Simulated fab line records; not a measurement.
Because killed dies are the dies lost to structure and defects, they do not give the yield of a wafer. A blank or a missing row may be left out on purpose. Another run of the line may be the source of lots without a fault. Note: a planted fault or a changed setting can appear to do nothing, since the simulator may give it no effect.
fab line records	flow nand_harc
[record] lots = 12	wafers = 36	last_day = 25
route steps=1159 shown P_M0@270 P_M1@293 END@1159
lots that met no fault: taken from a fault-free run of the same line
start_h: hours from the record's first day to the start of the lot's first wafer shown	wait_h: hours since the lot's step before	" repeats the value in the row above	L1.1+2: one row covering several wafers at once	- either no value or no given start	* or withheld: withheld	< > ~ a bound
route shown NAME@n: names a module that has steps shown in the file, with the first one's number in the route	usual: mean and standard deviation over wafers with no fault	same: alike in all rows	chamber/n: place in a boat	sites: the reading at each site	_std_site: the standard deviation of these	_edge_site: mean of outer sites minus mean of inner sites	radius_mm: for every site, how far away it sits from the centre of the wafer	mask NAME#n: copy n	behind: the last tool/chamber to shape the wafer	hold: why the lot went on hold/how many hours it stayed there/how the hold came to an end	device: which transistor (n, p or np) failed to switch	end of line: tests run on the same wafers once the route is complete	where a step has no rows: the recipe by itself	killed: not the wafer's yield, but the dies lost to structure and defects at the first sort	map: per-die view of a wafer (x killed, . not killed, _ where there is no die)
set.NAME: the run value of the setting; set.NAME@STEP: its run value at that earlier step	model.NAME: the simulator's own value behind a step, which no gauge read
the route's steps for a sample of lots (tables are steps, rows are wafers)
services: from which hour (start_h, from the record's first day; less than 0 if before it) a tool's chamber was out of use, for how many hours, and why
[[steps]]
[step NHARC_P_M0_STRIP_18]
[recipe] power_w = 1000	n2_flow_sccm = 150	h2_flow_sccm = 150	ar_flow_sccm = 0	bias_w = 0	chemistry = N2/H2
[usual] drypump_motor_current_A = 5.8/0.36	oes_product_au = 0.999/0.012	rf_vpp_V = 90.5/0.98	showerhead_plenum_p_Torr = 2.02/0.081	throttle_valve_pct = 14.172/0.0096
lot.wafer	tool	chamber	start_h	wait_h	drypump_motor_current_A	oes_product_au	rf_hours_counter_h	rf_vpp_V	showerhead_plenum_p_Torr	throttle_valve_pct
L208.3	rie_diel-07	0	122.02	0.1	5.6	0.992	4.8	90.8	2.06	14.168
L208.5	"	1	"	"	5.4	1.004	-	90.6	1.97	14.166
L208.6	"	2	"	"	6.1	0.993	-	91.2	2.10	14.158
L210.2	rie_diel-07	0	133.87	0.1	5.5	1.006	5.6	91.0	2.06	14.184
L210.3	"	1	"	"	5.3	1.013	5.5	89.9	1.97	14.188
L210.4	"	3	"	"	6.3	1.007	5.6	91.6	2.02	14.164
L211.2	rie_diel-04	1	140.95	0.1	5.9	0.994	1.6	89.0	1.94	14.173
L211.4	"	2	"	"	5.8	0.990	1.2	91.3	2.20	14.159
L211.5	"	3	"	"	5.8	1.003	-	89.7	1.92	14.167
L213.3	rie_diel-11	1	153.62	0.1	5.7	0.986	8.9	89.6	1.98	14.193
L213.2	"	2	"	"	5.0	0.990	8.6	91.3	2.02	14.170
L213.1	"	0	"	"	5.8	1.000	9.2	91.1	2.07	14.173
L214.1	rie_diel-04	2	168.34	0.1	5.7	0.989	2.2	91.8	2.20	14.185
L214.3	"	3	"	"	5.8	0.997	2.8	90.0	1.92	14.176
L214.6	"	2	"	"	5.7	0.987	-	93.1	2.20	14.171
L217.1	rie_diel-04	0	174.92	0.1	5.9	1.007	3.6	89.2	2.00	14.178
L217.4	"	1	"	"	5.9	0.985	3.0	89.9	1.94	14.175
L217.5	"	0	"	"	5.9	0.997	-	90.0	2.00	14.186
L218.2	rie_diel-04	2	198.59	0.1	5.7	0.988	4.8	91.4	2.20	14.167
L218.4	"	3	"	"	5.8	1.014	5.4	89.9	1.91	14.179
L218.1	"	0	"	"	5.8	1.012	6.1	89.9	2.00	14.176
L225.4	rie_diel-11	0	227.26	0.1	5.8	0.995	2.2	91.3	2.07	14.176
L225.5	"	2	"	"	5.0	0.974	-	91.2	2.01	14.172
L225.6	"	3	"	"	6.4	0.987	-	90.6	1.98	14.195
L227.3	rie_diel-04	1	227.89	0.1	5.9	0.995	8.2	91.4	1.94	14.178
L227.2	"	2	"	"	5.7	1.003	7.3	91.6	2.20	14.183
L227.1	"	0	"	"	5.8	0.996	9.0	90.3	2.00	14.168
L226.3	rie_diel-11	3	229.16	0.1	6.4	1.002	2.4	89.3	1.98	14.163
L226.4	"	2	"	"	5.0	0.972	2.5	90.6	2.01	14.183
L226.5	"	3	"	"	6.4	1.009	-	89.5	1.98	14.168
L229.3	rie_diel-04	0	242.00	0.1	5.8	0.997	10.0	91.8	2.00	14.170
L229.2	"	1	"	"	5.9	1.000	9.3	91.6	1.94	14.180
L229.4	"	3	"	"	5.8	0.999	9.1	90.3	1.91	14.182
L230.2	rie_diel-07	3	258.84	0.1	6.3	1.020	1.9	88.4	2.02	14.183
L230.3	"	0	"	"	5.5	1.018	1.3	91.3	2.05	14.170
L230.6	"	2	"	"	6.1	1.011	-	89.2	2.10	14.177
[step NHARC_P_M0_ANNEAL_30]
[recipe] temp_c = 225	time_s = 90
[usual] wafer_temp_C_max = 225.98/0.3
lot.wafer	tool	chamber	start_h	wait_h	wafer_temp_C_max
L208.3	rtp_anneal-01	0	123.37	-	226.09
L208.5	"	0	"	"	226.42
L208.6	"	0	"	"	226.26
L210.2	rtp_anneal-02	0	135.20	-	225.94
L210.3	"	0	"	"	225.97
L210.4	"	0	"	"	225.90
L211.2	rtp_anneal-02	0	142.25	0.4	225.88
L211.4	"	0	"	"	225.72
L211.5	"	0	"	"	225.58
L213.1	rtp_anneal-02	0	154.90	-	225.92
L213.2	"	0	"	"	225.72
L213.3	"	0	"	"	225.57
L214.1	rtp_anneal-01	0	169.63	0.3	226.11
L214.3	"	0	"	"	226.18
L214.6	"	0	"	"	225.74
L217.1	rtp_anneal-01	0	176.17	0.3	226.08
L217.4	"	0	"	"	225.88
L217.5	"	0	"	"	226.13
L218.1	rtp_anneal-01	0	199.85	-	226.34
L218.2	"	0	"	"	226.17
L218.4	"	0	"	"	226.19
L225.4	rtp_anneal-01	0	228.67	-	226.15
L225.5	"	0	"	"	226.44
L225.6	"	0	"	"	226.37
L227.1	rtp_anneal-01	0	229.22	-	226.00
L227.2	"	0	"	"	226.41
L227.3	"	0	"	"	226.03
L226.3	rtp_anneal-02	0	230.55	-	225.22
L226.4	"	0	"	"	225.47
L226.5	"	0	"	"	225.73
L229.2	rtp_anneal-01	0	243.33	0.3	225.95
L229.3	"	0	"	"	226.14
L229.4	"	0	"	"	225.78
L230.2	rtp_anneal-02	0	260.15	0.4	225.67
L230.3	"	0	"	"	225.77
L230.6	"	0	"	"	225.94
[step NHARC_P_M1_PEB_07]
[recipe] peb_temp_c = 100	peb_time_s = 65
[usual] exhaust_pa = 45.1/0.97
lot.wafer	tool	chamber	start_h	wait_h	exhaust_pa
L208.3	litho_track-06	0	125.41	0.1	45.6
L208.5	"	0	"	"	43.9
L208.6	"	0	"	"	44.3
L210.2	litho_track-06	0	137.27	0.1	45.9
L210.3	"	0	"	"	46.1
L210.4	"	0	"	"	45.1
L211.2	litho_track-06	0	144.37	0.1	45.3
L211.4	"	0	"	"	43.6
L211.5	"	0	"	"	43.7
L213.1	litho_track-01	0	157.01	0.1	43.6
L213.2	"	0	"	"	45.1
L213.3	"	0	"	"	44.2
L214.1	litho_track-01	0	171.92	0.1	45.5
L214.3	"	0	"	"	45.3
L214.6	"	0	"	"	44.4
L217.1	litho_track-01	0	178.30	0.1	45.7
L217.4	"	0	"	"	45.2
L217.5	"	0	"	"	46.3
L218.1	litho_track-01	0	202.09	0.1	45.7
L218.2	"	0	"	"	47.7
L218.4	"	0	"	"	45.0
L225.4	litho_track-04	0	230.65	0.1	43.8
L225.5	"	0	"	"	44.3
L225.6	"	0	"	"	44.4
L227.1	litho_track-06	0	231.35	0.1	46.6
L227.2	"	0	"	"	44.8
L227.3	"	0	"	"	45.5
L226.3	litho_track-04	0	232.58	0.1	43.8
L226.4	"	0	"	"	45.6
L226.5	"	0	"	"	44.1
L229.2	litho_track-06	0	245.41	0.1	45.0
L229.3	"	0	"	"	44.9
L229.4	"	0	"	"	45.2
L230.2	litho_track-06	0	262.24	0.1	46.4
L230.3	"	0	"	"	46.0
L230.6	"	0	"	"	45.3
[step NHARC_P_M1_CD_MEAS_09]
[recipe] target_cd_nm = 130	landing_energy_ev = 500
[usual] cd_nm = 129.6/0.97
lot.wafer	tool	chamber	start_h	wait_h	cd_nm
L208.3	cd_sem-03	0	125.49	-	131.0
L208.5	"	0	"	"	131.1
L208.6	"	0	"	"	130.0
L210.2	cd_sem-03	0	137.35	-	130.5
L210.3	"	0	"	"	130.4
L210.4	"	0	"	"	130.7
L211.2	cd_sem-03	0	144.45	-	131.1
L211.4	"	0	"	"	130.1
L211.5	"	0	"	"	131.3
L213.1	cd_sem-01	0	157.09	-	127.2
L213.2	"	0	"	"	129.3
L213.3	"	0	"	"	129.2
L214.1	cd_sem-01	0	172.00	-	129.1
L214.3	"	0	"	"	129.0
L214.6	"	0	"	"	129.7
L217.1	cd_sem-03	0	178.37	-	128.3
L217.4	"	0	"	"	136.6
L217.5	"	0	"	"	129.9
L218.1	cd_sem-01	0	202.17	-	130.4
L218.2	"	0	"	"	129.1
L218.4	"	0	"	"	136.2
L225.4	cd_sem-03	0	230.74	-	130.1
L225.5	"	0	"	"	129.7
L225.6	"	0	"	"	128.7
L227.1	cd_sem-01	0	231.43	-	129.1
L227.2	"	0	"	"	130.2
L227.3	"	0	"	"	129.4
L226.3	cd_sem-03	0	232.66	-	129.2
L226.4	"	0	"	"	130.0
L226.5	"	0	"	"	128.7
L229.2	cd_sem-02	0	245.49	-	131.0
L229.3	"	0	"	"	130.2
L229.4	"	0	"	"	130.5
L230.2	cd_sem-03	0	262.33	-	130.7
L230.3	"	0	"	"	130.5
L230.6	"	0	"	"	131.1
[step NHARC_P_M1_OVL_MEAS_10]
[recipe] pitch_nm = 260
[usual] overlay_x_nm = 0.2/0.67	overlay_y_nm = 0.2/0.84
lot.wafer	tool	chamber	start_h	wait_h	overlay_x_nm	overlay_y_nm
L208.3	overlay-01	-	125.58	-	0.8	0.0
L208.5	"	-	"	"	0.8	0.5
L208.6	"	-	"	"	0.4	0.4
L210.2	overlay-02	-	137.44	-	1.2	0.0
L210.3	"	-	"	"	1.3	0.6
L210.4	"	-	"	"	1.4	0.2
L211.2	overlay-02	-	144.55	-	-0.8	-0.6
L211.4	"	-	"	"	-0.7	-1.0
L211.5	"	-	"	"	-1.1	-0.8
L213.1	overlay-02	-	157.18	-	0.8	-0.1
L213.2	"	-	"	"	0.4	0.1
L213.3	"	-	"	"	0.6	0.4
L214.1	overlay-01	-	172.09	-	-0.7	1.6
L214.3	"	-	"	"	-0.8	0.4
L214.6	"	-	"	"	-0.7	0.6
L217.1	overlay-01	-	178.46	-	0.6	0.7
L217.4	"	-	"	"	0.1	1.4
L217.5	"	-	"	"	-0.2	1.2
L218.1	overlay-02	-	202.26	-	0.1	-0.3
L218.2	"	-	"	"	0.4	-0.5
L218.4	"	-	"	"	0.3	-0.4
L225.4	overlay-02	-	230.82	-	0.5	0.1
L225.5	"	-	"	"	0.3	0.3
L225.6	"	-	"	"	0.1	-0.1
L227.1	overlay-01	-	231.52	-	1.4	-1.2
L227.2	"	-	"	"	1.0	-1.2
L227.3	"	-	"	"	1.4	-0.6
L226.3	overlay-01	-	232.75	-	-0.8	0.2
L226.4	"	-	"	"	-1.4	0.2
L226.5	"	-	"	"	-1.0	0.1
L229.2	overlay-02	-	245.57	-	0.9	-1.3
L229.3	"	-	"	"	0.1	-1.3
L229.4	"	-	"	"	0.8	-1.7
L230.2	overlay-01	-	262.42	-	0.7	0.9
L230.3	"	-	"	"	0.1	0.7
L230.6	"	-	"	"	0.6	0.2
[step NHARC_END_SORT_01]
[recipe] temp_c = 25
[usual] defect_limited_yield = 95.5/1.5	killed_at_array = 27/10	killed_at_other = 0.6/0.96	killed_at_periphery = 3.4/2.7	killed_dies = 31/10	killed_open = 2.9/1.8	killed_short = 1.8/1.4	sort_bin_2_pct = 1.4/0.66	sort_bin_3_pct = 0.25/0.23	sort_bin_4_pct = 2.8/0.94	sort_n_pass = 646/10	sort_rim_yield_pct = 96.2/2.6	sort_yield_pct = 95.5/1.5
[same] gross_dies = 677	sort_bin_5_pct[%] = 0	sort_bin_6_pct[%] = 0	sort_bin_7_pct[%] = 0	sort_bin_8_pct[%] = 0	sort_rim_n_gross = 106.00
lot.wafer	tool	chamber	start_h	wait_h	defect_limited_yield[%]	killed_at_array	killed_at_other	killed_at_periphery	killed_dies	killed_open	killed_short	sort_bin_2_pct[%]	sort_bin_3_pct[%]	sort_bin_4_pct[%]	sort_n_pass	sort_rim_yield_pct[%]	sort_yield_pct[%]
L210.2	prober-01	0	450.33	2.8	94.8	31	0	4	35	1	3	1.5	0.30	3.4	642	96.2	94.8
L210.3	prober-01	0	451.13	3.1	95.7	25	1	3	29	1	2	0.7	0	3.5	648	95.3	95.7
L210.4	prober-01	0	451.93	3.4	95.0	33	0	1	34	4	4	1.3	0.15	3.5	643	98.1	95.0
L208.3	prober-02	0	458.76	3.1	96.5	22	2	0	24	2	4	1.5	0.15	1.9	653	99.1	96.5
L208.5	prober-02	0	460.34	3.7	94.7	30	1	5	36	3	0	1.5	0.44	3.4	641	99.1	94.7
L208.6	prober-02	0	461.13	3.9	96.0	22	1	4	27	2	2	1.3	0.15	2.5	650	93.4	96.0
L211.2	prober-02	0	465.68	2.8	97.3	15	2	1	18	1	0	1.2	0	1.5	659	94.3	97.3
L211.4	prober-02	0	467.28	3.4	96.6	21	0	2	23	4	1	1.5	0	1.9	654	96.2	96.6
L211.5	prober-02	0	468.08	3.7	95.7	25	3	1	29	3	2	1.5	0	2.8	648	97.2	95.7
L213.1	prober-01	0	472.96	2.5	95.0	32	0	2	34	2	3	1.3	0.59	3.1	643	96.2	95.0
L213.2	prober-01	0	473.76	2.8	94.8	34	0	1	35	1	0	1.8	0.15	3.2	642	92.5	94.8
L213.3	prober-01	0	474.55	3.1	92.5	47	0	4	51	3	1	3.0	0.74	3.8	626	93.4	92.5
L217.1	prober-02	0	492.79	2.5	97.2	15	2	2	19	2	3	0.9	0	1.9	658	97.2	97.2
L217.4	prober-02	0	495.20	3.4	97.0	18	0	2	20	1	2	1.0	0	1.9	657	98.1	97.0
L217.5	prober-02	0	496.00	3.7	97.5	15	2	0	17	1	0	0.7	0.15	1.6	660	100.0	97.5
L214.1	prober-01	0	501.27	2.5	94.5	35	0	2	37	1	1	0.9	0	4.6	640	93.4	94.5
L214.3	prober-01	0	502.85	3.1	93.8	35	0	7	42	5	2	2.2	0.30	3.7	635	94.3	93.8
L214.6	prober-01	0	505.22	3.9	93.5	35	0	9	44	7	0	1.9	0.59	4.0	633	97.2	93.5
L218.1	prober-02	0	517.38	2.5	93.5	43	0	1	44	0	6	2.2	0.59	3.7	633	98.1	93.5
L218.2	prober-02	0	518.19	2.8	95.9	26	0	2	28	3	1	1.3	0.15	2.7	649	96.2	95.9
L218.4	prober-02	0	519.80	3.4	94.4	38	0	0	38	3	1	1.8	1.03	2.8	639	100.0	94.4
L227.1	prober-02	0	563.61	2.5	94.2	35	1	3	39	1	2	2.5	0	3.2	638	96.2	94.2
L227.2	prober-02	0	564.41	2.8	95.1	28	0	5	33	4	1	1.5	0.59	2.8	644	95.3	95.1
L227.3	prober-02	0	565.21	3.1	95.3	31	0	1	32	2	1	1.9	0.15	2.7	645	96.2	95.3
L225.4	prober-01	0	566.00	3.4	95.4	30	0	1	31	4	2	1.0	0.30	3.2	646	97.2	95.4
L225.5	prober-01	0	566.81	3.8	95.9	27	0	1	28	1	4	1.3	0	2.8	649	93.4	95.9
L225.6	prober-01	0	567.62	4.1	95.7	29	0	0	29	1	1	1.8	0	2.5	648	95.3	95.7
L226.3	prober-02	0	572.99	3.1	94.2	35	0	4	39	4	2	2.1	0.15	3.5	638	97.2	94.2
L226.4	prober-02	0	573.78	3.4	95.9	28	0	0	28	1	0	0.9	0.30	3.0	649	91.5	95.9
L226.5	prober-02	0	574.58	3.7	94.1	37	1	2	40	1	4	1.6	0.59	3.7	637	99.1	94.1
L229.2	prober-02	0	579.92	2.8	94.7	30	0	6	36	3	2	2.2	0.15	3.0	641	90.6	94.7
L229.3	prober-02	0	580.71	3.1	94.5	30	1	6	37	5	1	1.5	0.15	3.8	640	94.3	94.5
L229.4	prober-02	0	581.50	3.4	94.1	35	1	4	40	3	0	1.9	0.30	3.7	637	98.1	94.1
L230.2	prober-02	0	593.26	2.8	93.4	36	1	8	45	3	3	3.0	0.59	3.1	632	93.4	93.4
L230.3	prober-02	0	594.05	3.1	95.0	20	4	10	34	3	1	1.5	0.15	3.4	643	98.1	95.0
L230.6	prober-02	0	596.44	4.0	94.2	29	2	8	39	3	2	0.9	0.44	4.4	638	97.2	94.2
// killed by level:class
L210.2 A_SLIT:chamber_film_flake=13 A_CHANNEL_HOLE_D1:chamber_film_flake=12 P_STI:chamber_film_flake=2 A_CONTACT:chamber_film_flake=2 P_M2:geometric_particle:short=1 A_CHANNEL_FILL_D1:geometric_particle:short=1 A_WL_FILL:geometric_particle:open=1 A_WL_FILL:geometric_particle:short=1
L210.3 A_SLIT:chamber_film_flake=11 A_CHANNEL_HOLE_D1:chamber_film_flake=8 P_STI:chamber_film_flake=3 A_CONTACT:chamber_film_flake=3 A_CONTACT:geometric_particle:short=2 A_CONTACT:geometric_particle:open=1 THIN_TSV:chamber_film_flake=1
L210.4 A_CHANNEL_HOLE_D1:chamber_film_flake=14 A_SLIT:chamber_film_flake=11 A_CONTACT:geometric_particle:short=2 A_CONTACT:geometric_particle:open=2 P_CONTACT:geometric_particle:open=1 A_SOURCE_PLATE:geometric_particle:short=1 A_CHANNEL_FILL_D1:geometric_particle:short=1 A_M0:geometric_particle:open=1
L208.3 A_CHANNEL_HOLE_D1:chamber_film_flake=9 A_SLIT:chamber_film_flake=5 A_STAIRCASE:chamber_film_flake=2 A_SOURCE_PLATE:geometric_particle:short=1 A_ONON_D1:geometric_particle:short=1 A_SGD_CUT:geometric_particle:short=1 A_WL_FILL:geometric_particle:short=1 A_CONTACT:geometric_particle:open=1
L208.5 A_SLIT:chamber_film_flake=9 A_CHANNEL_HOLE_D1:chamber_film_flake=8 A_CHANNEL_FILL_D1:chamber_film_flake=4 P_ZERO_WELL:chamber_film_flake=2 A_ZERO_WELL:chamber_film_flake=2 A_STAIRCASE:chamber_film_flake=2 A_WL_FILL:chamber_film_flake=2 A_CONTACT:chamber_film_flake=2
L208.6 A_SLIT:chamber_film_flake=7 A_CHANNEL_HOLE_D1:chamber_film_flake=6 A_STAIRCASE:chamber_film_flake=4 A_CHANNEL_FILL_D1:geometric_particle:short=2 P_GATE:chamber_film_flake=2 P_GATE:geometric_particle:open=1 P_CONTACT:geometric_particle:open=1 A_CHANNEL_FILL_D1:chamber_film_flake=1
L211.2 A_CHANNEL_HOLE_D1:chamber_film_flake=9 A_STAIRCASE:chamber_film_flake=3 A_CONTACT:chamber_film_flake=2 THIN_TSV:chamber_film_flake=2 P_GATE:geometric_particle:open=1 A_SLIT:chamber_film_flake=1
L211.4 A_CHANNEL_HOLE_D1:chamber_film_flake=11 A_STAIRCASE:chamber_film_flake=4 A_CONTACT:chamber_film_flake=3 A_CONTACT:geometric_particle:open=2 P_CONTACT:geometric_particle:open=1 P_M0:geometric_particle:short=1 A_BLC:geometric_particle:open=1
L211.5 A_CHANNEL_HOLE_D1:chamber_film_flake=12 A_CONTACT:chamber_film_flake=5 THIN_TSV:chamber_film_flake=3 A_STAIRCASE:chamber_film_flake=2 A_CHANNEL_HOLE_D1:geometric_particle:open=1 A_CHANNEL_FILL_D1:geometric_particle:open=1 A_WL_FILL:geometric_particle:short=1 A_CONTACT:geometric_particle:short=1
L213.1 A_CHANNEL_HOLE_D1:chamber_film_flake=9 A_SLIT:chamber_film_flake=9 A_BLC:chamber_film_flake=5 A_STAIRCASE:chamber_film_flake=3 P_M0:geometric_particle:short=1 A_ONON_D1:geometric_particle:short=1 A_WL_FILL:geometric_particle:open=1 A_CONTACT:geometric_particle:open=1
L213.2 A_SLIT:chamber_film_flake=17 A_CHANNEL_HOLE_D1:chamber_film_flake=6 A_STAIRCASE:chamber_film_flake=4 A_ZERO_WELL:chamber_film_flake=2 A_WL_FILL:chamber_film_flake=2 A_BLC:chamber_film_flake=2 P_STI:geometric_particle:open=1 A_CONTACT:chamber_film_flake=1
L213.3 A_CHANNEL_HOLE_D1:chamber_film_flake=19 A_SLIT:chamber_film_flake=10 A_WL_FILL:chamber_film_flake=6 A_BLC:chamber_film_flake=4 A_STAIRCASE:chamber_film_flake=4 A_ZERO_WELL:chamber_film_flake=2 P_CONTACT:geometric_particle:open=1 P_M1:geometric_particle:short=1
L217.1 A_CHANNEL_HOLE_D1:chamber_film_flake=6 A_STAIRCASE:chamber_film_flake=3 A_CHANNEL_FILL_D1:geometric_particle:short=2 A_BLC:chamber_film_flake=2 P_GATE:geometric_particle:open=1 P_M1:geometric_particle:open=1 STARTING-WAFER:geometric_particle:short=1 A_ZERO_WELL:chamber_film_flake=1
L217.4 A_STAIRCASE:chamber_film_flake=7 A_CHANNEL_HOLE_D1:chamber_film_flake=5 A_BLC:chamber_film_flake=3 P_GATE:geometric_particle:short=2 A_WL_FILL:geometric_particle:open=1 A_ZERO_WELL:chamber_film_flake=1 A_CONTACT:chamber_film_flake=1
L217.5 A_STAIRCASE:chamber_film_flake=6 A_CHANNEL_HOLE_D1:chamber_film_flake=4 A_BLC:chamber_film_flake=3 THIN_TSV:chamber_film_flake=2 A_WL_FILL:geometric_particle:open=1 A_WL_FILL:chamber_film_flake=1
L214.1 A_SLIT:chamber_film_flake=18 A_CHANNEL_HOLE_D1:chamber_film_flake=6 A_STAIRCASE:chamber_film_flake=6 A_CONTACT:chamber_film_flake=3 A_WL_FILL:geometric_particle:short=1 A_CONTACT:geometric_particle:open=1 P_ZERO_WELL:chamber_film_flake=1 P_GATE:chamber_film_flake=1
L214.3 A_SLIT:chamber_film_flake=10 A_CHANNEL_HOLE_D1:chamber_film_flake=9 A_STAIRCASE:chamber_film_flake=6 A_CONTACT:chamber_film_flake=4 P_GATE:chamber_film_flake=3 P_M1:geometric_particle:open=1 P_M2:geometric_particle:short=1 A_ONON_D1:geometric_particle:open=1
L214.6 A_CHANNEL_HOLE_D1:chamber_film_flake=16 A_SLIT:chamber_film_flake=9 A_STAIRCASE:chamber_film_flake=7 P_CONTACT:geometric_particle:open=2 P_M0:geometric_particle:open=2 P_GATE:chamber_film_flake=2 P_STI:geometric_particle:open=1 P_M2:geometric_particle:open=1
L218.1 A_SLIT:chamber_film_flake=18 A_STAIRCASE:chamber_film_flake=7 A_CHANNEL_HOLE_D1:chamber_film_flake=5 A_CONTACT:chamber_film_flake=5 A_CONTACT:geometric_particle:short=3 A_CHANNEL_FILL_D1:geometric_particle:short=2 A_M0:chamber_film_flake=2 P_STI:geometric_particle:short=1
L218.2 A_SLIT:chamber_film_flake=10 A_CHANNEL_HOLE_D1:chamber_film_flake=4 A_STAIRCASE:chamber_film_flake=4 A_CONTACT:chamber_film_flake=4 P_CONTACT:geometric_particle:short=1 A_WL_FILL:geometric_particle:open=1 A_CONTACT:geometric_particle:open=1 A_BLC:geometric_particle:open=1
L218.4 A_SLIT:chamber_film_flake=15 A_CONTACT:chamber_film_flake=8 A_CHANNEL_HOLE_D1:chamber_film_flake=4 A_STAIRCASE:chamber_film_flake=4 A_ONON_D1:geometric_particle:open=1 A_CHANNEL_FILL_D1:geometric_particle:short=1 A_CHANNEL_FILL_D1:geometric_particle:open=1 A_BLC:geometric_particle:open=1
L227.1 A_SLIT:chamber_film_flake=23 A_STAIRCASE:chamber_film_flake=6 P_GATE:chamber_film_flake=2 A_CHANNEL_HOLE_D1:chamber_film_flake=2 A_SGD_CUT:chamber_film_flake=2 P_M0:geometric_particle:open=1 A_SOURCE_PLATE:geometric_particle:short=1 A_WL_FILL:geometric_particle:short=1
L227.2 A_SLIT:chamber_film_flake=15 A_CHANNEL_HOLE_D1:chamber_film_flake=7 A_STAIRCASE:chamber_film_flake=2 P_STI:geometric_particle:open=1 P_GATE:geometric_particle:open=1 P_M0:geometric_particle:short=1 A_ONON_D1:geometric_particle:open=1 A_M0:geometric_particle:open=1
L227.3 A_SLIT:chamber_film_flake=22 A_M1:chamber_film_flake=2 P_M1:geometric_particle:open=1 A_CHANNEL_HOLE_D1:geometric_particle:short=1 A_M1:geometric_particle:open=1 A_CHANNEL_HOLE_D1:chamber_film_flake=1 A_STAIRCASE:chamber_film_flake=1 A_SGD_CUT:chamber_film_flake=1
L225.4 A_CHANNEL_HOLE_D1:chamber_film_flake=18 A_M1:chamber_film_flake=2 P_M1:geometric_particle:open=1 A_SOURCE_PLATE:geometric_particle:short=1 A_CHANNEL_FILL_D1:geometric_particle:open=1 A_CONTACT:geometric_particle:short=1 A_CONTACT:geometric_particle:open=1 A_M1:geometric_particle:open=1
L225.5 A_CHANNEL_HOLE_D1:chamber_film_flake=16 A_WL_FILL:geometric_particle:short=2 A_CONTACT:chamber_film_flake=2 A_M1:chamber_film_flake=2 A_ONON_D1:geometric_particle:short=1 A_SLIT:geometric_particle:short=1 A_M1:geometric_particle:open=1 P_M1:chamber_film_flake=1
L225.6 A_CHANNEL_HOLE_D1:chamber_film_flake=18 A_CONTACT:chamber_film_flake=5 A_WL_FILL:chamber_film_flake=4 A_WL_FILL:geometric_particle:short=1 A_M1:geometric_particle:open=1
L226.3 A_CHANNEL_HOLE_D1:chamber_film_flake=21 A_SGD_CUT:chamber_film_flake=4 A_CONTACT:chamber_film_flake=3 P_CONTACT:geometric_particle:open=2 A_WL_FILL:chamber_film_flake=2 P_M0:geometric_particle:short=1 A_ONON_D1:geometric_particle:open=1 A_SGD_CUT:geometric_particle:short=1
L226.4 A_CHANNEL_HOLE_D1:chamber_film_flake=16 A_CONTACT:chamber_film_flake=4 A_SGD_CUT:chamber_film_flake=3 A_SLIT:chamber_film_flake=2 A_WL_FILL:chamber_film_flake=2 A_CHANNEL_HOLE_D1:geometric_particle:open=1
L226.5 A_CHANNEL_HOLE_D1:chamber_film_flake=22 A_CONTACT:chamber_film_flake=6 A_WL_FILL:chamber_film_flake=4 A_SGD_CUT:chamber_film_flake=2 P_CONTACT:geometric_particle:open=1 P_M0:geometric_particle:short=1 A_CHANNEL_FILL_D1:geometric_particle:short=1 A_CONTACT:geometric_particle:short=1
L229.2 A_CHANNEL_HOLE_D1:chamber_film_flake=19 P_BONDPAD:chamber_film_flake=4 A_CONTACT:chamber_film_flake=4 P_ZERO_WELL:chamber_film_flake=2 A_ONON_D1:geometric_particle:open=1 A_CHANNEL_FILL_D1:geometric_particle:open=1 A_CHANNEL_FILL_D1:geometric_particle:short=1 A_WL_FILL:geometric_particle:short=1
L229.3 A_CHANNEL_HOLE_D1:chamber_film_flake=15 A_CONTACT:chamber_film_flake=8 A_CHANNEL_FILL_D1:geometric_particle:open=2 P_M0:chamber_film_flake=2 P_BONDPAD:chamber_film_flake=2 P_CONTACT:geometric_particle:short=1 A_CONTACT:geometric_particle:open=1 A_M0:geometric_particle:open=1
L229.4 A_CHANNEL_HOLE_D1:chamber_film_flake=24 A_CONTACT:chamber_film_flake=7 P_CONTACT:geometric_particle:open=2 A_SLIT:chamber_film_flake=2 A_CONTACT:geometric_particle:open=1 P_M0:chamber_film_flake=1 P_BONDPAD:chamber_film_flake=1 A_BONDPAD:chamber_film_flake=1
L230.2 A_SLIT:chamber_film_flake=22 P_CONTACT:chamber_film_flake=7 A_CONTACT:chamber_film_flake=3 A_M0:chamber_film_flake=3 P_M0:geometric_particle:short=1 A_CHANNEL_HOLE_D1:geometric_particle:short=1 A_CHANNEL_FILL_D1:geometric_particle:short=1 A_CHANNEL_FILL_D1:geometric_particle:open=1
L230.3 A_SLIT:chamber_film_flake=15 P_CONTACT:chamber_film_flake=6 THIN_TSV:chamber_film_flake=3 P_CONTACT:geometric_particle:open=1 P_M0:geometric_particle:open=1 A_M0:geometric_particle:open=1 STARTING-WAFER:geometric_particle:short=1 P_GATE:chamber_film_flake=1
L230.6 A_SLIT:chamber_film_flake=17 A_CONTACT:chamber_film_flake=4 P_CONTACT:chamber_film_flake=3 A_M0:chamber_film_flake=3 THIN_TSV:chamber_film_flake=2 P_ZERO_WELL:geometric_particle:short=1 P_CONTACT:geometric_particle:open=1 P_M0:geometric_particle:open=1
[[services]]
tool	chamber	start_h	hours	kind
rie_diel-11	1	102.64	6.7	repair
rie_diel-07	1	110.15	7.5	repair
rie_diel-07	0	110.69	5.3	repair
rie_diel-04	-	111.90	9.0	pm
rie_diel-04	0	111.90	9.0	vent_cycle
rie_diel-04	1	111.90	9.0	vent_cycle
rie_diel-04	2	111.90	9.0	vent_cycle
rie_diel-04	3	111.90	9.0	vent_cycle
litho_track-06	-	117.00	7.0	pm
rie_diel-04	0	120.90	-	clean
rie_diel-04	1	120.90	-	clean
rie_diel-04	2	120.90	-	clean
rie_diel-04	3	120.90	-	clean
rie_diel-07	2	126.34	4.1	repair
litho_track-04	-	141.00	7.0	pm
rie_diel-04	0	145.40	-	clean
rie_diel-04	1	145.40	-	clean
rie_diel-04	2	145.40	-	clean
rie_diel-04	3	145.40	-	clean
rie_diel-04	0	169.90	-	clean
rie_diel-04	1	169.90	-	clean
rie_diel-11	-	189.60	9.0	pm
rie_diel-07	-	228.23	9.0	pm
rie_diel-11	3	234.44	5.8	repair
[[key]]
[first_sign] step = NHARC_P_M1_CD_MEAS_09	reading = cd_nm	direction = up	sigmas = 7	usual = 129.6	struck = 136.4
effect none on later readings
met_at NHARC_P_M1_PEB_07
struck_lots L217,L218
struck_wafers L217.4,L218.4
not_acting_at NHARC_P_M0_STRIP_18,NHARC_P_M0_ANNEAL_30,NHARC_P_M1_OVL_MEAS_10
onset_between 171.92 178.30
[fault] kind = process_parameter_drift	tool = litho_track-01	chamber = -	onset_h = 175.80	steps = NHARC_P_M1_PEB_07	channel = peb_time_s	offset = *	shape = step	end_h = 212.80	scope = struck_wafers_only	acts_in = *	stated = *
